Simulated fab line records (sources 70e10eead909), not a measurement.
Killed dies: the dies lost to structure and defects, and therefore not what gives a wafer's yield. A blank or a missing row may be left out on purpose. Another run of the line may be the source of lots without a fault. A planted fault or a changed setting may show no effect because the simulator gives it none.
Matching of chambers | flow nandHarc | 4 sister chambers for NHARC_A_DECK1_JOINT_ETCHBACK_00 on rieSi-05
The step etches the open film in HBr, target depth 30 nm, time 17.4 s. 8 wafers are shown with their chamber, then 7 later ones without.

WAFERS, EACH WITH ITS CHAMBER
wafer  | chamber | drypumpMotorCurrentA (A) | throttleValvePct (%)
L075.6 | 2       | 5.9                      | 23.278
L078.2 | 2       | 5.8                      | 23.269
L078.5 | 1       | 5.6                      | 23.240
L082.1 | 1       | 5.6                      | 23.264
L082.2 | 3       | 5.2                      | 23.269
L082.6 | 0       | 5.6                      | 23.251
L087.1 | 3       | 5.2                      | 23.260
L087.3 | 0       | 5.6                      | 23.267

WAFERS WHOSE CHAMBER IS MISSING
wafer  | drypumpMotorCurrentA (A) | throttleValvePct (%)
L087.4 | 5.6                      | 23.252
L088.1 | 5.6                      | 23.271
L088.3 | 5.6                      | 23.272
L088.4 | 5.2                      | 23.281
L092.1 | 5.7                      | 23.265
L092.2 | 5.2                      | 23.265
L092.5 | 5.6                      | 23.266

EACH ONE'S CHAMBER
wafer  | from the rows above          | in truth
L087.4 | can't be placed: 1 or 0      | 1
L088.1 | can't be placed: 0 or 1      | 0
L088.3 | can't be placed: 0 or 1      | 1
L088.4 | 3                            | 3
L092.1 | can't be placed: 0 or 1 or 2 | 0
L092.2 | 3                            | 3
L092.5 | can't be placed: 0 or 1      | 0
Placed correctly: 2 of 7. Cannot be placed on the basis of these rows: 5; the candidates contain the true chamber in 5. Number placed wrongly: 0.
How it was worked out, from the rows above alone: a wafer's distance from a chamber is the root of the sum, over the readings, of the square of ((its reading less the chamber's mean) divided by the reading's scatter). If the next closest chamber is less than 2 further off than the closest, the wafer can't be placed; otherwise it belongs to the closest. A chamber's mean is the mean of its shown wafers. The scatter: take each reading less its chamber's mean, square it, sum over the shown wafers, divide by the number of wafers less the number of chambers, and take the root.
